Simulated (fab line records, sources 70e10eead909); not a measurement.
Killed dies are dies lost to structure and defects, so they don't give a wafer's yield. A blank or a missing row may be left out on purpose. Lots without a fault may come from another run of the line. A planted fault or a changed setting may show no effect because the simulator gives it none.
fab line records | flow nand_harc
record lots=12 wafers=36 last_day=33
route steps=1302 shown A_CHANNEL_HOLE_D2@591 A_CHANNEL_FILL_D2@619 END@1302
lots that met no fault: from a run of the same line without faults
start_h: hours from the record's first day to the start of the lot's first wafer shown | wait_h: hours since the lot's step before | " the same as in the row above | L1.1+2: a row that stands for several wafers | - no value, or no start given | * or withheld: withheld | < > ~ a bound
route shown NAME@n: a module of which the file shows steps, and the number in the route of the first | usual: mean/standard deviation of fault-free wafers | same: alike in all rows | chamber/n: place in a boat | sites: the reading at each site | _std_site: their standard deviation | _edge_site: outer sites' mean less inner sites' | radius_mm: how far each site lies from the wafer's centre | mask NAME#n: copy n | behind: the tool/chamber that last shaped the wafer | hold: why the lot was held/for how many hours/how that ended | device: the transistor (n, p or np) that didn't switch | end of line: the same wafers' tests at the end of the route | a step without rows: its recipe alone | killed: dies lost to structure and defects at the first sort, not the wafer's yield | map: a wafer's dies, x killed, . not, _ none there
set.NAME: the setting as run; set.NAME@STEP: as run at that earlier step | model.NAME: the simulator's own value behind a step, which no gauge read
steps of the route over a sample of lots; a table a step, a row a wafer
services: from which hour (start_h, from the record's first day; less than 0 if before it) a tool's chamber was out of use, for how many hours, and why
## steps
# step NHARC_A_CHANNEL_HOLE_D2_ETCH_19
# recipe bias_v=1200 source_w=2500 pressure_mtorr=15 time_s=34.5 ar_flow_sccm=375 c4f8_flow_sccm=28.8 o2_flow_sccm=96.2 temp_c=-20 target_depth_a=* chemistry=C4F8/O2/Ar
# usual drypump_motor_current_A=5.8/0.64 showerhead_plenum_p_Torr=3.74/0.11 throttle_valve_pct=37.039/0.0093
# columns lot.wafer tool chamber start_h wait_h drypump_motor_current_A rf_hours_counter_h showerhead_plenum_p_Torr throttle_valve_pct
L114.2 har_etch-02 1 302.03 2.9 5.3 363 3.59 37.048
L114.5 " 1 " " 5.3 - 3.59 37.058
L114.6 " 0 " " 6.7 - 3.78 37.046
L116.1 har_etch-01 0 323.74 0.1 5.1 165 3.73 37.038
L116.3 " 0 " " 5.1 - 3.73 37.038
L116.5 " 1 " " 5.9 - 3.73 37.049
L120.4 har_etch-02 1 346.67 2.5 5.3 - 3.57 37.035
L120.3 " 0 " " 6.7 - 3.76 37.029
L120.5 " 1 " " 5.3 - 3.57 37.034
L119.1 har_etch-01 0 346.77 2.4 5.1 184 3.72 37.030
L119.3 " 0 " " 5.1 - 3.72 37.030
L119.5 " 1 " " 5.9 - 3.72 37.032
L123.2 har_etch-02 0 372.89 1.8 6.7 398 3.75 37.038
L123.3 " 1 " " 5.3 - 3.57 37.032
L123.5 " 1 " " 5.3 - 3.57 37.039
L124.4 har_etch-02 1 399.19 0.1 5.3 - 3.99 37.038
L124.5 " 0 " " 6.7 - 3.75 37.045
L124.6 " 1 " " 5.3 - 3.99 37.043
L125.2 har_etch-01 1 400.56 1.4 5.9 218 3.70 37.020
L125.3 " 1 " " 5.9 - 3.70 37.040
L125.5 " 1 " " 5.9 - 3.70 37.038
L126.1 har_etch-02 0 419.03 0.1 6.7 11 3.74 37.037
L126.2 " 1 " " 5.3 11 3.98 37.046
L126.6 " 1 " " 5.3 - 3.98 37.044
L131.1 har_etch-01 1 455.12 1.6 5.9 245 3.69 37.031
L131.3 " 0 " " 5.1 - 3.69 37.027
L131.5 " 0 " " 5.1 - 3.69 37.037
L128.1 har_etch-02 0 456.61 3.0 6.7 30 3.73 37.023
L128.2 " 1 " " 5.3 30 3.97 37.038
L128.3 " 1 " " 5.3 - 3.97 37.050
L130.1 har_etch-01 0 459.27 5.2 5.1 249 3.69 37.018
L130.5 " 0 " " 5.1 - 3.69 37.037
L130.6 " 1 " " 5.9 - 3.69 37.043
L137.1 har_etch-02 1 525.69 0.1 5.3 72 3.94 37.043
L137.2 " 0 " " 6.7 72 3.71 37.053
L137.3 " 0 " " 6.8 - 3.71 37.049
# step NHARC_A_CHANNEL_HOLE_D2_ETCH_20
# recipe bias_v=3000 source_w=withheld pressure_mtorr=20 time_s=361.9 ar_flow_sccm=375 c4f8_flow_sccm=89.3 o2_flow_sccm=35.7 temp_c=-20 target_depth_a=16000 chemistry=C4F8/O2/Ar
# usual drypump_motor_current_A=5.8/0.64 showerhead_plenum_p_Torr=3.69/0.1 throttle_valve_pct=32.153/0.0088
# columns lot.wafer tool chamber start_h wait_h drypump_motor_current_A rf_hours_counter_h showerhead_plenum_p_Torr throttle_valve_pct
L114.2 har_etch-02 1 302.14 0.1 5.3 363 3.55 32.152
L114.5 " 1 " " 5.3 - 3.55 32.169
L114.6 " 0 " " 6.7 - 3.73 32.158
L116.1 har_etch-01 0 323.85 0.1 5.1 165 3.69 32.154
L116.3 " 0 " " 5.1 - 3.69 32.153
L116.5 " 1 " " 5.9 - 3.69 32.160
L120.4 har_etch-02 1 346.85 0.2 5.3 - 3.54 32.161
L120.3 " 0 " " 6.7 - 3.72 32.145
L120.5 " 1 " " 5.3 - 3.54 32.152
L119.1 har_etch-01 0 346.91 0.1 5.1 184 3.68 32.144
L119.3 " 0 " " 5.1 - 3.68 32.162
L119.5 " 1 " " 5.9 - 3.68 32.163
L123.2 har_etch-02 0 373.04 0.1 6.7 398 3.71 32.142
L123.3 " 1 " " 5.3 - 3.53 32.143
L123.5 " 1 " " 5.3 - 3.53 32.150
L124.4 har_etch-02 1 399.41 0.2 5.3 - 3.93 32.164
L124.5 " 0 " " 6.7 - 3.71 32.161
L124.6 " 1 " " 5.3 - 3.93 32.149
L125.2 har_etch-01 1 400.71 0.1 6.0 218 3.66 32.166
L125.3 " 1 " " 6.0 - 3.66 32.164
L125.5 " 1 " " 6.0 - 3.66 32.161
L126.1 har_etch-02 0 419.14 0.1 6.7 11 3.70 32.152
L126.2 " 1 " " 5.3 11 3.93 32.167
L126.6 " 1 " " 5.3 - 3.93 32.156
L131.1 har_etch-01 1 455.26 0.1 6.0 245 3.65 32.138
L131.3 " 0 " " 5.1 - 3.65 32.154
L131.5 " 0 " " 5.1 - 3.65 32.155
L128.1 har_etch-02 0 456.72 0.1 6.7 30 3.69 32.162
L128.2 " 1 " " 5.3 30 3.92 32.155
L128.3 " 1 " " 5.3 - 3.92 32.143
L130.1 har_etch-01 0 459.38 0.1 5.1 249 3.65 32.147
L130.5 " 0 " " 5.1 - 3.65 32.150
L130.6 " 1 " " 5.9 - 3.65 32.157
L137.1 har_etch-02 1 525.80 0.1 5.3 72 3.89 32.164
L137.2 " 0 " " 6.7 72 3.67 32.153
L137.3 " 0 " " 6.7 - 3.67 32.150
# step NHARC_A_CHANNEL_FILL_D2_ETCHBACK_19
# recipe target_depth_a=50 time_s=1.7 hbr_flow_sccm=150 cl2_flow_sccm=50 rf_w=400 icp_w=400 bias_w=100 chemistry=HBr/Cl2
# usual drypump_motor_current_A=5.9/0.42 mfc_cl2_sccm=50.00/0.14 oes_product_au=1.001/0.011 throttle_valve_pct=26.406/0.0089
# columns lot.wafer tool chamber start_h wait_h drypump_motor_current_A mfc_cl2_sccm oes_product_au rf_hours_counter_h throttle_valve_pct
L114.2 rie_si-03 1 334.23 0.4 6.5 49.80 1.004 0.74 26.411
L114.5 " 3 " " 6.2 49.99 0.989 - 26.395
L114.6 " 0 " " 6.0 50.15 0.998 - 26.413
L116.1 rie_si-05 1 352.86 0.4 5.2 50.21 1.015 0.27 26.402
L116.3 " 2 " " 5.9 49.88 0.999 0.17 26.389
L116.5 " 1 " " 5.3 50.34 1.012 - 26.414
L119.1 rie_si-02 3 376.74 0.4 5.8 50.03 0.988 0.24 26.400
L119.3 " 0 " " 5.6 49.85 1.004 0.57 26.404
L119.5 " 3 " " 5.9 50.08 0.999 - 26.414
L120.3 rie_si-03 1 376.74 0.4 6.5 50.12 1.000 1.04 26.406
L120.4 " 2 " " 5.4 50.01 0.974 1.10 26.396
L120.5 " 2 " " 5.4 49.97 0.996 - 26.388
L123.2 rie_si-02 0 401.25 0.4 5.6 50.17 0.992 0.65 26.400
L123.3 " 3 " " 5.8 50.01 0.988 0.35 26.402
L123.5 " 0 " " 5.6 49.90 0.993 - 26.407
L125.2 rie_si-05 2 430.44 0.4 5.9 49.93 1.002 0.67 26.401
L125.3 " 3 " " 6.6 50.08 0.993 0.72 26.395
L125.5 " 3 " " 6.6 50.03 1.001 - 26.405
L124.4 rie_si-03 0 430.46 0.4 6.1 50.01 1.013 0.16 26.393
L124.5 " 2 " " 5.4 50.17 1.009 - 26.419
L124.6 " 3 " " 6.1 50.10 0.998 - 26.421
L126.2 rie_si-02 3 449.67 0.4 5.8 50.05 1.007 0.54 26.407
L126.1 " 0 " " 5.6 50.14 0.999 0.89 26.380
L126.6 " 3 " " 5.8 50.28 1.005 - 26.411
L131.1 rie_si-03 3 484.64 0.4 6.1 50.17 1.001 0.41 26.393
L131.3 " 0 " " 6.0 49.94 0.994 0.41 26.412
L131.5 " 0 " " 6.1 50.07 1.000 - 26.399
L128.1 rie_si-02 3 484.64 0.4 5.8 50.15 0.742 0.14 26.419
L128.3 " 0 " " 5.6 49.88 0.745 0.13 26.394
L128.2 " 2 " " 6.3 49.89 0.750 0.15 26.409
L130.1 rie_si-02 1 490.39 0.4 5.4 50.06 0.738 0.15 26.410
L130.5 " 3 " " 5.8 49.86 0.749 - 26.416
L130.6 " 0 " " 5.7 50.07 0.724 - 26.398
L137.3 rie_si-02 2 555.78 0.4 6.3 50.15 1.026 0.48 26.401
L137.2 " 3 " " 5.8 49.82 1.013 0.55 26.395
L137.1 " 1 " " 5.4 49.74 0.996 0.43 26.399
# step NHARC_A_CHANNEL_FILL_D2_ALD_25
# recipe target_thk_a=600 pulse_time_s=10 ald_cycles=600 temp_c=300 material=SiOx
# usual heater_power_w=456/49 precursor_pulse_height_rel=1.000/0.021
# columns lot.wafer tool chamber start_h wait_h heater_power_w precursor_pulse_height_rel since_wet_clean_h
L114.2 ald_hk-03 0 347.63 1.9 478 1.004 125
L114.5 " 1 " " 520 0.984 -
L114.6 " 2 " " 398 1.016 -
L116.1 ald_hk-03 2 366.90 0.7 399 1.006 144
L116.3 " 0 368.14 1.9 475 0.989 145
L116.5 " 1 " " 540 1.016 -
L120.4 ald_hk-02 3 392.20 0.0 408 0.986 34
L120.3 " 2 394.03 1.9 465 0.978 35
L120.5 " 0 395.25 3.1 406 0.985 -
L119.1 ald_hk-04 0 392.83 0.7 530 1.030 127
L119.3 " 2 394.08 1.9 414 0.997 128
L119.5 " 0 395.33 3.2 539 1.001 -
L123.3 ald_hk-02 3 414.35 0.0 402 1.022 56
L123.2 " 1 415.57 1.3 450 1.003 57
L123.5 " 3 416.79 2.5 412 0.973 -
L125.3 ald_hk-02 2 441.94 0.1 459 1.023 83
L125.2 " 1 443.79 2.0 461 1.021 85
L125.5 " 2 " " 464 1.013 -
L124.4 ald_hk-03 1 443.71 1.9 507 1.036 43
L124.5 " 1 446.16 4.3 502 1.014 -
L124.6 " 2 " " 383 1.000 -
L126.2 ald_hk-04 2 462.99 1.3 426 0.984 19
L126.1 " 3 " " 455 1.008 20
L126.6 " 1 464.84 3.1 462 0.981 -
L128.1 ald_hk-03 3 496.08 0.1 494 0.977 95
L128.3 " 0 " " 460 0.957 96
L128.2 " 2 497.92 1.9 386 1.014 97
L131.1 ald_hk-04 0 496.68 0.7 544 1.004 53
L131.3 " 1 " " 466 1.017 54
L131.5 " 0 499.08 3.0 539 0.980 -
L130.1 ald_hk-03 2 503.21 0.7 372 1.008 102
L130.6 " 1 505.07 2.5 498 1.014 -
L130.5 " 2 " " 381 0.975 -
L137.3 ald_hk-03 2 567.95 0.0 392 0.980 167
L137.1 " 0 569.19 1.3 456 1.017 168
L137.2 " 1 " " 505 1.037 169
# step NHARC_END_SORT_01
# recipe temp_c=25
# usual killed_at_array=57/18 killed_at_other=0.9/1.3 killed_at_periphery=3.5/2.2 killed_dies=62/18 killed_open=3.0/1.7 killed_short=2.3/1.5
# same gross_dies=677
# columns lot.wafer tool chamber start_h wait_h hold killed_at_array killed_at_other killed_at_periphery killed_dies killed_open killed_short
L114.2 prober-01 0 570.72 2.8 - 74 0 6 80 5 3
L114.5 prober-01 0 573.13 3.7 - 95 1 3 99 5 9
L114.6 prober-01 0 573.94 4.0 - 69 0 2 71 2 0
L116.1 prober-02 0 591.22 2.5 - 74 0 3 77 5 5
L116.3 prober-02 0 592.81 3.1 - 71 1 3 75 1 3
L116.5 prober-02 0 594.40 3.7 - 61 1 2 64 3 2
L119.1 prober-01 0 622.23 2.5 - 48 1 5 54 3 2
L119.3 prober-01 0 623.84 3.1 - 49 1 3 53 5 0
L119.5 prober-01 0 625.45 3.7 - 63 1 3 67 5 1
L120.3 prober-02 0 645.40 3.1 - 84 2 1 87 3 1
L120.4 prober-02 0 646.20 3.4 - 82 1 1 84 4 4
L120.5 prober-02 0 647.01 3.7 - 81 0 3 84 3 3
L123.2 prober-01 0 652.35 2.8 - 103 1 2 106 8 0
L123.3 prober-01 0 653.15 3.1 - 85 0 3 88 6 1
L123.5 prober-01 0 654.76 3.7 - 87 0 6 93 4 4
L124.4 prober-01 0 672.34 3.4 - 20 0 3 23 1 1
L124.5 prober-01 0 673.14 3.7 - 16 1 2 19 3 0
L124.6 prober-01 0 673.94 4.0 - 21 0 1 22 1 2
L126.1 prober-01 0 677.83 2.5 - 56 6 2 64 0 5
L126.2 prober-01 0 678.62 2.8 - 52 0 2 54 2 2
L126.6 prober-01 0 681.78 3.9 - 54 1 1 56 2 2
L125.2 prober-02 0 678.64 2.8 - 79 0 0 79 3 2
L125.3 prober-02 0 679.45 3.1 - 91 1 3 95 2 1
L125.5 prober-02 0 681.06 3.7 - 93 0 2 95 3 1
L131.1 prober-01 0 706.39 2.4 - 78 0 1 79 2 2
L131.3 prober-01 0 707.97 3.0 - 67 0 2 69 3 0
L131.5 prober-01 0 709.56 3.7 - 63 0 2 65 2 6
L130.1 prober-01 0 714.15 2.5 await_dispo/2.8h/scrap 630 1 4 635 3 0
L130.5 prober-01 0 717.36 3.7 await_dispo/2.8h/scrap 639 0 6 645 6 1
L130.6 prober-01 0 718.16 4.0 await_dispo/2.8h/scrap 624 1 6 631 4 5
L128.1 prober-02 0 715.17 2.5 await_dispo/4.2h/scrap 630 0 3 633 1 1
L128.2 prober-02 0 715.97 2.8 await_dispo/4.2h/scrap 633 1 3 637 0 2
L128.3 prober-02 0 716.78 3.1 await_dispo/4.2h/scrap 642 2 2 646 5 2
L137.1 prober-02 0 786.89 2.5 - 34 0 3 37 4 3
L137.2 prober-02 0 787.67 2.8 - 34 0 1 35 1 2
L137.3 prober-02 0 788.46 3.1 - 48 0 4 52 2 3
# killed by level:class
L114.2 A_CHANNEL_HOLE_D2:chamber_film_flake=34 A_CHANNEL_HOLE_D1:chamber_film_flake=28 P_M1:chamber_film_flake=4 A_CHANNEL_FILL_D2:geometric_particle:open=2 A_WL_FILL:chamber_film_flake=2 P_M0:geometric_particle:open=1 A_SOURCE_PLATE:geometric_particle:short=1 A_ONON_D1:geometric_particle:short=1
L114.5 A_CHANNEL_HOLE_D2:chamber_film_flake=39 A_CHANNEL_HOLE_D1:chamber_film_flake=33 A_CONTACT:unspecified=5 A_CHANNEL_HOLE_D1:geometric_particle:short=2 A_WL_FILL:geometric_particle:short=2 A_M0:geometric_particle:short=2 P_GATE:chamber_film_flake=2 P_CONTACT:geometric_particle:open=1
L114.6 A_CHANNEL_HOLE_D1:chamber_film_flake=31 A_CHANNEL_HOLE_D2:chamber_film_flake=31 A_STAIRCASE:chamber_film_flake=3 A_ONON_D1:geometric_particle:open=1 A_CHANNEL_FILL_D2:geometric_particle:open=1 P_ZERO_WELL:chamber_film_flake=1 P_M1:chamber_film_flake=1 A_CHANNEL_FILL_D2:chamber_film_flake=1
L116.1 A_CHANNEL_HOLE_D1:chamber_film_flake=30 A_SLIT:chamber_film_flake=20 A_CHANNEL_HOLE_D2:chamber_film_flake=5 A_BONDPAD:chamber_film_flake=4 A_CHANNEL_FILL_D2:chamber_film_flake=2 A_STAIRCASE:chamber_film_flake=2 A_CONTACT:chamber_film_flake=2 P_GATE:geometric_particle:open=1
L116.3 A_CHANNEL_HOLE_D1:chamber_film_flake=32 A_SLIT:chamber_film_flake=20 A_CHANNEL_HOLE_D2:chamber_film_flake=5 A_CONTACT:chamber_film_flake=4 A_CHANNEL_FILL_D2:chamber_film_flake=3 A_STAIRCASE:chamber_film_flake=3 P_M0:geometric_particle:open=1 P_M0:geometric_particle:short=1
L116.5 A_CHANNEL_HOLE_D1:chamber_film_flake=22 A_SLIT:chamber_film_flake=18 A_CHANNEL_HOLE_D2:chamber_film_flake=8 A_CONTACT:chamber_film_flake=5 A_STAIRCASE:chamber_film_flake=4 P_GATE:geometric_particle:open=1 A_SOURCE_PLATE:geometric_particle:open=1 A_ONON_D1:geometric_particle:short=1
L119.1 A_CHANNEL_HOLE_D1:chamber_film_flake=24 A_CHANNEL_HOLE_D2:chamber_film_flake=9 A_STAIRCASE:chamber_film_flake=4 A_CONTACT:chamber_film_flake=3 A_WL_FILL:chamber_film_flake=3 A_CHANNEL_HOLE_D1:geometric_particle:short=2 P_GATE:chamber_film_flake=2 P_GATE:geometric_particle:open=1
L119.3 A_CHANNEL_HOLE_D1:chamber_film_flake=31 A_CHANNEL_HOLE_D2:chamber_film_flake=7 A_CONTACT:chamber_film_flake=3 A_CHANNEL_FILL_D1:geometric_particle:open=2 A_WL_FILL:chamber_film_flake=2 P_M1:geometric_particle:open=1 P_M2:geometric_particle:open=1 A_BLC:geometric_particle:open=1
L119.5 A_CHANNEL_HOLE_D1:chamber_film_flake=38 A_CHANNEL_HOLE_D2:chamber_film_flake=13 A_CONTACT:chamber_film_flake=5 P_CONTACT:geometric_particle:open=2 A_CHANNEL_HOLE_D1:geometric_particle:open=1 A_CHANNEL_FILL_D2:geometric_particle:open=1 A_CHANNEL_FILL_D2:geometric_particle:short=1 A_M0:geometric_particle:open=1
L120.3 A_CHANNEL_HOLE_D2:chamber_film_flake=33 A_SLIT:chamber_film_flake=32 A_STAIRCASE:chamber_film_flake=4 A_CHANNEL_HOLE_D1:chamber_film_flake=3 A_CONTACT:chamber_film_flake=3 A_WL_FILL:chamber_film_flake=3 THIN_TSV:chamber_film_flake=2 P_CONTACT:geometric_particle:open=1
L120.4 A_CHANNEL_HOLE_D2:chamber_film_flake=34 A_SLIT:chamber_film_flake=28 A_ZERO_WELL:chamber_film_flake=3 A_STAIRCASE:chamber_film_flake=3 A_DECK1_JOINT:geometric_particle:short=2 A_DECK1_JOINT:geometric_particle:open=2 A_WL_FILL:geometric_particle:short=2 A_CHANNEL_HOLE_D1:chamber_film_flake=2
L120.5 A_CHANNEL_HOLE_D2:chamber_film_flake=37 A_SLIT:chamber_film_flake=34 A_CONTACT:chamber_film_flake=3 P_GATE:geometric_particle:open=1 P_M0:geometric_particle:open=1 P_M0:geometric_particle:short=1 A_DECK1_JOINT:geometric_particle:short=1 A_CHANNEL_FILL_D2:geometric_particle:open=1
L123.2 A_SLIT:chamber_film_flake=36 A_CHANNEL_HOLE_D2:chamber_film_flake=32 A_CHANNEL_HOLE_D1:chamber_film_flake=18 A_CONTACT:chamber_film_flake=7 A_WL_FILL:geometric_particle:open=3 A_SOURCE_PLATE:geometric_particle:open=1 A_DECK1_JOINT:geometric_particle:open=1 A_CHANNEL_FILL_D2:geometric_particle:open=1
L123.3 A_SLIT:chamber_film_flake=30 A_CHANNEL_HOLE_D2:chamber_film_flake=24 A_CHANNEL_HOLE_D1:chamber_film_flake=22 A_CHANNEL_FILL_D2:geometric_particle:open=3 A_CONTACT:chamber_film_flake=2 P_M0:geometric_particle:open=1 P_M2:geometric_particle:open=1 A_BLC:geometric_particle:short=1
L123.5 A_SLIT:chamber_film_flake=32 A_CHANNEL_HOLE_D2:chamber_film_flake=24 A_CHANNEL_HOLE_D1:chamber_film_flake=16 A_CONTACT:chamber_film_flake=7 P_CONTACT:chamber_film_flake=3 A_M1:geometric_particle:short=2 P_CONTACT:geometric_particle:short=1 A_SOURCE_PLATE:geometric_particle:open=1
L124.4 A_CONTACT:chamber_film_flake=8 P_ZERO_WELL:chamber_film_flake=2 A_CHANNEL_HOLE_D1:chamber_film_flake=2 A_STAIRCASE:chamber_film_flake=2 A_SLIT:chamber_film_flake=2 A_WL_FILL:chamber_film_flake=2 P_M0:geometric_particle:open=1 A_M0:geometric_particle:short=1
L124.5 A_CHANNEL_HOLE_D1:chamber_film_flake=6 A_CONTACT:chamber_film_flake=4 A_CHANNEL_FILL_D1:geometric_particle:open=1 A_CONTACT:geometric_particle:open=1 STARTING-WAFER:geometric_particle:open=1 P_ZERO_WELL:chamber_film_flake=1 P_STI:chamber_film_flake=1 A_CHANNEL_HOLE_D2:chamber_film_flake=1
L124.6 A_CONTACT:chamber_film_flake=8 A_CHANNEL_HOLE_D1:chamber_film_flake=7 A_CHANNEL_FILL_D1:geometric_particle:short=1 A_DECK1_JOINT:geometric_particle:short=1 A_SGD_CUT:geometric_particle:open=1 A_WL_FILL:chamber_film_flake=1 P_ZERO_WELL:chamber_film_flake=1 A_CHANNEL_FILL_D2:chamber_film_flake=1
L126.1 A_SLIT:chamber_film_flake=24 A_CHANNEL_HOLE_D1:chamber_film_flake=11 A_CONTACT:chamber_film_flake=8 THIN_TSV:chamber_film_flake=6 A_DECK1_JOINT:chamber_film_flake=4 A_WL_FILL:chamber_film_flake=2 A_SOURCE_PLATE:geometric_particle:short=1 A_DECK1_JOINT:geometric_particle:short=1
L126.2 A_SLIT:chamber_film_flake=32 A_CONTACT:chamber_film_flake=7 A_CHANNEL_HOLE_D1:chamber_film_flake=4 A_STAIRCASE:chamber_film_flake=2 A_WL_FILL:chamber_film_flake=2 P_M2:geometric_particle:open=1 A_CHANNEL_FILL_D1:geometric_particle:short=1 A_CHANNEL_FILL_D2:geometric_particle:open=1
L125.2 A_CHANNEL_HOLE_D1:chamber_film_flake=24 A_CHANNEL_HOLE_D2:chamber_film_flake=22 A_SLIT:chamber_film_flake=17 A_STAIRCASE:chamber_film_flake=3 A_DECK1_JOINT:chamber_film_flake=2 A_CHANNEL_FILL_D2:chamber_film_flake=2 A_M0:chamber_film_flake=2 A_CHANNEL_FILL_D1:geometric_particle:short=1
L125.3 A_SLIT:chamber_film_flake=34 A_CHANNEL_HOLE_D1:chamber_film_flake=32 A_CHANNEL_HOLE_D2:chamber_film_flake=15 A_CHANNEL_FILL_D1:chamber_film_flake=3 A_STAIRCASE:chamber_film_flake=3 P_CONTACT:geometric_particle:open=2 A_CONTACT:chamber_film_flake=2 P_STI:geometric_particle:short=1
L125.5 A_CHANNEL_HOLE_D1:chamber_film_flake=26 A_SLIT:chamber_film_flake=26 A_CHANNEL_HOLE_D2:chamber_film_flake=20 A_WL_FILL:chamber_film_flake=4 A_CHANNEL_FILL_D2:chamber_film_flake=3 A_STAIRCASE:chamber_film_flake=3 A_CONTACT:chamber_film_flake=3 A_M0:chamber_film_flake=2
L126.6 A_SLIT:chamber_film_flake=34 A_CHANNEL_HOLE_D1:chamber_film_flake=6 A_CONTACT:chamber_film_flake=5 A_CHANNEL_HOLE_D2:chamber_film_flake=2 A_DECK1_JOINT:geometric_particle:short=1 A_CHANNEL_FILL_D2:geometric_particle:open=1 A_SGD_CUT:geometric_particle:short=1 A_M0:geometric_particle:open=1
L131.1 A_CHANNEL_HOLE_D1:chamber_film_flake=41 A_CHANNEL_HOLE_D2:chamber_film_flake=22 A_CHANNEL_FILL_D1:geometric_particle:short=2 A_SLIT:chamber_film_flake=2 A_STAIRCASE:chamber_film_flake=2 A_CONTACT:chamber_film_flake=2 A_BLC:chamber_film_flake=2 A_CHANNEL_FILL_D1:geometric_particle:open=1
L131.3 A_CHANNEL_HOLE_D1:chamber_film_flake=37 A_CHANNEL_HOLE_D2:chamber_film_flake=16 A_DECK1_JOINT:chamber_film_flake=4 A_CONTACT:chamber_film_flake=3 A_ZERO_WELL:chamber_film_flake=2 A_SLIT:chamber_film_flake=2 P_M2:geometric_particle:open=1 P_BONDPAD:geometric_particle:open=1
L131.5 A_CHANNEL_HOLE_D1:chamber_film_flake=29 A_CHANNEL_HOLE_D2:chamber_film_flake=18 A_SLIT:chamber_film_flake=3 A_CONTACT:chamber_film_flake=3 A_ONON_D2:geometric_particle:short=2 A_DECK1_JOINT:geometric_particle:short=1 A_ONON_D2:geometric_particle:open=1 A_CHANNEL_FILL_D2:geometric_particle:open=1
L130.1 A_CHANNEL_FILL_D2:area_etchback=584 A_CHANNEL_HOLE_D2:chamber_film_flake=22 A_SLIT:chamber_film_flake=15 A_STAIRCASE:chamber_film_flake=3 A_CONTACT:chamber_film_flake=3 P_GATE:chamber_film_flake=2 P_CONTACT:geometric_particle:open=1 A_SOURCE_PLATE:geometric_particle:open=1
L128.1 A_CHANNEL_FILL_D2:area_etchback=586 A_CHANNEL_HOLE_D1:chamber_film_flake=34 A_SGD_CUT:chamber_film_flake=4 P_GATE:chamber_film_flake=2 A_DECK1_JOINT:chamber_film_flake=2 A_SGD_CUT:geometric_particle:open=1 A_M0:geometric_particle:short=1 P_ZERO_WELL:chamber_film_flake=1
L128.2 A_CHANNEL_FILL_D2:area_etchback=591 A_CHANNEL_HOLE_D1:chamber_film_flake=28 A_SGD_CUT:chamber_film_flake=5 A_DECK1_JOINT:chamber_film_flake=3 A_SLIT:chamber_film_flake=2 A_SOURCE_PLATE:geometric_particle:short=1 A_M1:geometric_particle:short=1 P_ZERO_WELL:chamber_film_flake=1
L128.3 A_CHANNEL_FILL_D2:area_etchback=598 A_CHANNEL_HOLE_D1:chamber_film_flake=29 A_DECK1_JOINT:chamber_film_flake=3 A_SGD_CUT:chamber_film_flake=3 A_SLIT:chamber_film_flake=2 THIN_TSV:chamber_film_flake=2 P_CONTACT:geometric_particle:open=1 P_M1:geometric_particle:short=1
L130.5 A_CHANNEL_FILL_D2:area_etchback=589 A_SLIT:chamber_film_flake=22 A_CHANNEL_HOLE_D2:chamber_film_flake=11 A_CHANNEL_HOLE_D1:chamber_film_flake=5 A_CONTACT:chamber_film_flake=5 P_GATE:chamber_film_flake=3 P_CONTACT:geometric_particle:open=2 A_ONON_D1:geometric_particle:open=1
L130.6 A_CHANNEL_FILL_D2:area_etchback=565 A_SLIT:chamber_film_flake=24 A_CHANNEL_HOLE_D2:chamber_film_flake=18 A_CONTACT:chamber_film_flake=5 A_CHANNEL_HOLE_D1:chamber_film_flake=4 P_GATE:chamber_film_flake=3 P_GATE:geometric_particle:open=1 P_M0:geometric_particle:open=1
L137.1 A_CHANNEL_HOLE_D1:chamber_film_flake=11 A_SLIT:chamber_film_flake=7 A_ZERO_WELL:chamber_film_flake=4 A_CHANNEL_FILL_D1:chamber_film_flake=2 A_CONTACT:chamber_film_flake=2 P_GATE:geometric_particle:open=1 P_M1:geometric_particle:open=1 A_SOURCE_PLATE:geometric_particle:open=1
L137.2 A_CHANNEL_HOLE_D1:chamber_film_flake=11 A_SLIT:chamber_film_flake=11 A_CONTACT:chamber_film_flake=4 A_ZERO_WELL:chamber_film_flake=2 A_SOURCE_PLATE:geometric_particle:short=1 A_CHANNEL_HOLE_D1:geometric_particle:short=1 A_CHANNEL_HOLE_D2:geometric_particle:open=1 P_BONDPAD:chamber_film_flake=1
L137.3 A_CHANNEL_HOLE_D1:chamber_film_flake=15 A_SLIT:chamber_film_flake=10 A_CONTACT:chamber_film_flake=7 A_STAIRCASE:chamber_film_flake=4 P_BONDPAD:chamber_film_flake=2 A_ZERO_WELL:chamber_film_flake=2 A_CHANNEL_FILL_D1:chamber_film_flake=2 A_CHANNEL_HOLE_D2:chamber_film_flake=2
## services
# columns tool chamber start_h hours kind
rie_si-05 - 305.00 9.0 pm
ald_hk-02 - 349.90 10.0 pm
ald_hk-02 - 378.68 0.7 repair
rie_si-05 0 379.57 2.5 repair
har_etch-02 - 380.83 17.0 pm
har_etch-02 0 380.83 17.0 vent_cycle
har_etch-02 1 380.83 17.0 vent_cycle
ald_hk-03 - 392.13 10.0 pm
rie_si-03 - 398.00 9.0 pm
rie_si-05 2 409.95 7.0 repair
rie_si-05 - 413.00 0.2 repair
ald_hk-04 - 434.96 10.0 pm
rie_si-02 - 444.49 0.6 repair
rie_si-05 1 452.03 6.6 repair
rie_si-02 - 454.00 9.0 pm
ald_hk-03 - 457.69 1.0 repair
rie_si-05 0 474.38 7.7 repair
rie_si-05 - 482.00 9.0 pm
rie_si-03 1 491.08 1.3 repair
har_etch-01 - 514.86 11.4 repair
ald_hk-02 - 527.90 10.0 pm
rie_si-02 2 533.15 1.7 repair
rie_si-02 1 548.14 2.5 repair
rie_si-03 1 564.45 13.2 repair
## key
first_sign step=NHARC_A_CHANNEL_FILL_D2_ETCHBACK_19 reading=oes_product_au direction=down sigmas=24 usual=1.001 struck=0.741
effect step=NHARC_END_SORT_01 reading=killed_dies direction=up sigmas=32 usual=62 struck=638
more_kills_born_at NHARC_A_CHANNEL_FILL_D2_ETCHBACK_19@rie_si-02=3513
met_at NHARC_A_CHANNEL_FILL_D2_ETCHBACK_19
struck_lots L128,L130
later_rows_left_out L128.1,L128.2,L128.3,L130.1,L130.5,L130.6
tester_left_out L128,L130
not_acting_at NHARC_A_CHANNEL_HOLE_D2_ETCH_19,NHARC_A_CHANNEL_HOLE_D2_ETCH_20,NHARC_A_CHANNEL_FILL_D2_ALD_25
onset_between 449.67 484.64
fault kind=process_parameter_drift tool=rie_si-02 chamber=- onset_h=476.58 steps=NHARC_A_CHANNEL_FILL_D2_ETCHBACK_19 channel=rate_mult offset=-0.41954 shape=step end_h=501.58
# tester_left_out: of these lots the tester's yield and bins aren't shown, on N5 and GAA mostly nor the transistor test; their killed dies are dies lost to structure and defects alone, not to doping, threshold or leakage, so they don't give the yield
# later_rows_left_out: the simulator's readings of these wafers behind a module that went badly wrong aren't trusted and aren't shown, but for the sort
